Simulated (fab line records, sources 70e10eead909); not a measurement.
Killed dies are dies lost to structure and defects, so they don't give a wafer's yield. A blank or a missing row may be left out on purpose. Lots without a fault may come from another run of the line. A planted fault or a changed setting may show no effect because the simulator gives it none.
A struck lot beside a sound one | flow nand_harc | 21 steps out of a route of 1302
Sound: wafers L981.1, L981.5, L981.6. Struck: wafer L983.2. (L983.1, L983.3 of the same lot were not struck and are left out.) The cause comes at the end.
At each step with rows: each side's tool, then ch and its chambers, then its first start. Under that, the readings that differ: sound wafers | struck wafers | difference of the means | sigmas: that difference in standard deviations of wafers without a fault.
alike: readings whose means differ by less than 2 such deviations, and words and numbers that are the same on both sides. not compared: withheld readings, readings that some wafer has no value for, bounds like >300 that may hide the same value, and numbers for which the record gives no deviation and whose values overlap.
The two part at a step that has a row with sigmas, a row that says differs or no value, or rows on one side only. Numbers that don't overlap but have no deviation are shown without sigmas and don't part them. A reading that every wafer of one side lacks parts them only if that side has two wafers or more.

NHARC_A_ONON_D1_THK_MEAS_34: measures by ellipsometry.
  sound on film_metro-02, day 14 05:08; struck on film_metro-01, day 15 06:46
  alike: thk_nm
NHARC_A_ONON_D1_INSPECT_32:
  sound on defect_inspect-02, day 14 05:13; struck on defect_inspect-01, day 15 06:50
  alike: raw_defect_count
NHARC_A_CHANNEL_HOLE_D1_DEP_00: deposits aC, target thk 3100 nm.
  sound on acl_dep-01 ch 0, day 14 05:17; struck on acl_dep-01 ch 0, day 15 06:59
  alike: throttle_valve_pct
NHARC_A_CHANNEL_HOLE_D1_DEP_01: deposits SiON, target thk 140 nm.
  sound on pecvd-02 ch 0,1,2, day 14 07:16; struck on pecvd-02 ch 2, day 15 08:55
  alike: heater_power_w
then, 7 steps without rows for these wafers: NHARC_A_CHANNEL_HOLE_D1_DEHYDRATE_02 (time 120 s); NHARC_A_CHANNEL_HOLE_D1_HMDS_03 (time 30 s); NHARC_A_CHANNEL_HOLE_D1_COAT_36 (time 75 s); NHARC_A_CHANNEL_HOLE_D1_COAT_37 (time 65 s); NHARC_A_CHANNEL_HOLE_D1_COAT_04 (resist thk 90 nm); NHARC_A_CHANNEL_HOLE_D1_SOFTBAKE_05 (time 55 s); NHARC_A_CHANNEL_HOLE_D1_EBR_06.
NHARC_A_CHANNEL_HOLE_D1_EXPOSE_07: exposes mask HOLE D1, target cd 100 nm.
  sound on arfi_scanner-02 ch 0, day 14 07:41; struck on arfi_scanner-02 ch 0, day 15 09:22
  alike: mask
then, 2 steps without rows for these wafers: NHARC_A_CHANNEL_HOLE_D1_PEB_08 (peb time 65 s); NHARC_A_CHANNEL_HOLE_D1_DEVELOP_09 (develop time 35 s).
NHARC_A_CHANNEL_HOLE_D1_CD_MEAS_10: target cd 100 nm.
  sound on cd_sem-02 ch 0, day 14 07:50; struck on cd_sem-03 ch 0, day 15 09:31
  reading    | sound             | struck | difference | sigmas
  cd_nm (nm) | 100.6 100.4 100.2 | 102.4  | +2.0       | +4
NHARC_A_CHANNEL_HOLE_D1_OVL_MEAS_11:
  sound on overlay-02, day 14 07:55; struck on overlay-02, day 15 09:36
  reading           | sound          | struck | difference | sigmas
  overlay_y_nm (nm) | -2.0 -1.0 -1.2 | 0.7    | +2.1       | +2
  alike: overlay_x_nm
NHARC_A_CHANNEL_HOLE_D1_INSPECT_12:
  sound on defect_inspect-01, day 14 07:57; struck on defect_inspect-02, day 15 09:38
  alike: raw_defect_count
NHARC_A_CHANNEL_HOLE_D1_DESCUM_15: chemistry O2, time 3 s.
  sound on rie_diel-13 ch 2,3, day 14 08:01; struck on rie_diel-05 ch 0, day 15 09:42
  reading                            | sound          | struck | difference | sigmas
  drypump_motor_current_A (A)        | 5.8 5.8 5.6    | 6.7    | +1.0       | +3
  showerhead_plenum_p_Torr (Torr)    | 1.98 1.98 1.89 | 1.78   | -0.17      | -3
  model.A_CHANNEL_HOLE_D1.cd_nm (nm) | 101 101 100.6  | 102.4  | +1.5       |
  alike: o2_flow_sccm, oes_product_au, rf_vpp_V, throttle_valve_pct
  not compared: rf_hours_counter_h
NHARC_A_CHANNEL_HOLE_D1_ETCH_38: etches the open film in CF4, target depth 39 nm, time 65 s.
  sound on rie_diel-13 ch 0,2,3, day 14 08:08; struck on rie_diel-05 ch 3, day 15 09:47
  reading                            | sound             | struck | difference | sigmas
  model.A_CHANNEL_HOLE_D1.cd_nm (nm) | 100.7 100.7 100.4 | 102.6  | +2.0       |
  alike: drypump_motor_current_A, oes_product_au, rf_vpp_V, showerhead_plenum_p_Torr, throttle_valve_pct
  not compared: rf_hours_counter_h
NHARC_A_CHANNEL_HOLE_D1_ETCH_39: etches the open film in N2/H2, target depth 260 nm, time 325 s.
  sound on rie_diel-13 ch 0,2; struck on rie_diel-05 ch 3
  reading                     | sound       | struck | difference | sigmas
  drypump_motor_current_A (A) | 6.0 5.8 6.0 | 5.2    | -0.7       | -2
  alike: oes_product_au, rf_vpp_V, showerhead_plenum_p_Torr, throttle_valve_pct
  not compared: rf_hours_counter_h
NHARC_END_SORT_01:
  the record has rows for the sound wafers here (prober-02 ch 0, day 30 17:56) and none for the struck ones

WHERE THEY PART
First at NHARC_A_CHANNEL_HOLE_D1_CD_MEAS_10; last, within this record, at NHARC_END_SORT_01.

WHY: what the simulator had put in
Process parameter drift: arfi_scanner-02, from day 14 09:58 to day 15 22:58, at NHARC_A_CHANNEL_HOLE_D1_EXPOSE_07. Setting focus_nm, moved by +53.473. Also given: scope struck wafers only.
